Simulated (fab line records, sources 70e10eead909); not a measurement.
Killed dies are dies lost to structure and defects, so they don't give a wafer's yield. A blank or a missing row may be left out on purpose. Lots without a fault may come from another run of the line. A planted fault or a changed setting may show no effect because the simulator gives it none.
Chamber matching | flow nand_harc | NHARC_A_WL_FILL_ALD_10 on ald_hk-04: 4 sister chambers
The step deposits SiO2, target thk 50 nm, pulse time 10 s, ald cycles 500. 8 wafers are shown with their chamber, then 9 later ones without.

WAFERS WITH THEIR CHAMBER
wafer  | chamber | heater_power_w (W) | susceptor_temp_C (C)
L084.1 | 3       | 461                | 300.03
L084.6 | 3       | 457                | 300.01
L087.1 | 2       | 467                | 299.87
L085.5 | 0       | 495                | 300.20
L085.6 | 1       | 422                | 299.97
L091.4 | 0       | 483                | 300.22
L091.5 | 2       | 475                | 299.79
L091.6 | 1       | 411                | 300.05

WAFERS WITHOUT THEIR CHAMBER
wafer  | heater_power_w (W) | susceptor_temp_C (C)
L094.1 | 462                | 299.95
L094.3 | 423                | 300.00
L094.6 | 466                | 300.01
L096.3 | 456                | 300.30
L096.1 | 428                | 300.21
L096.2 | 471                | 300.05
L097.1 | 476                | 300.11
L097.3 | 491                | 300.06
L097.4 | 420                | 299.80

WHICH CHAMBER EACH WENT THROUGH
wafer  | from the rows above     | in truth
L094.1 | can't be placed: 3 or 2 | 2
L094.3 | 1                       | 1
L094.6 | 3                       | 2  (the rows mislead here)
L096.3 | can't be placed: 0 or 3 | 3
L096.1 | can't be placed: 1 or 3 | 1
L096.2 | 3                       | 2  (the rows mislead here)
L097.1 | can't be placed: 0 or 3 | 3
L097.3 | can't be placed: 0 or 3 | 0
L097.4 | 1                       | 1
Placed correctly: 2 of 9. Can't be placed from these rows: 5 (the true chamber is among the candidates in 5). Placed wrongly: 2.
How it was worked out, from the rows above alone: a wafer's distance from a chamber is the root of the sum, over the readings, of the square of ((its reading less the chamber's mean) divided by the reading's scatter). The wafer belongs to the nearest chamber; if the next one is less than 2 further off, it can't be placed. A chamber's mean is the mean of its shown wafers. The scatter: the root of (the sum of the squares of (reading less its chamber's mean) over the shown wafers, divided by (wafers less chambers)).
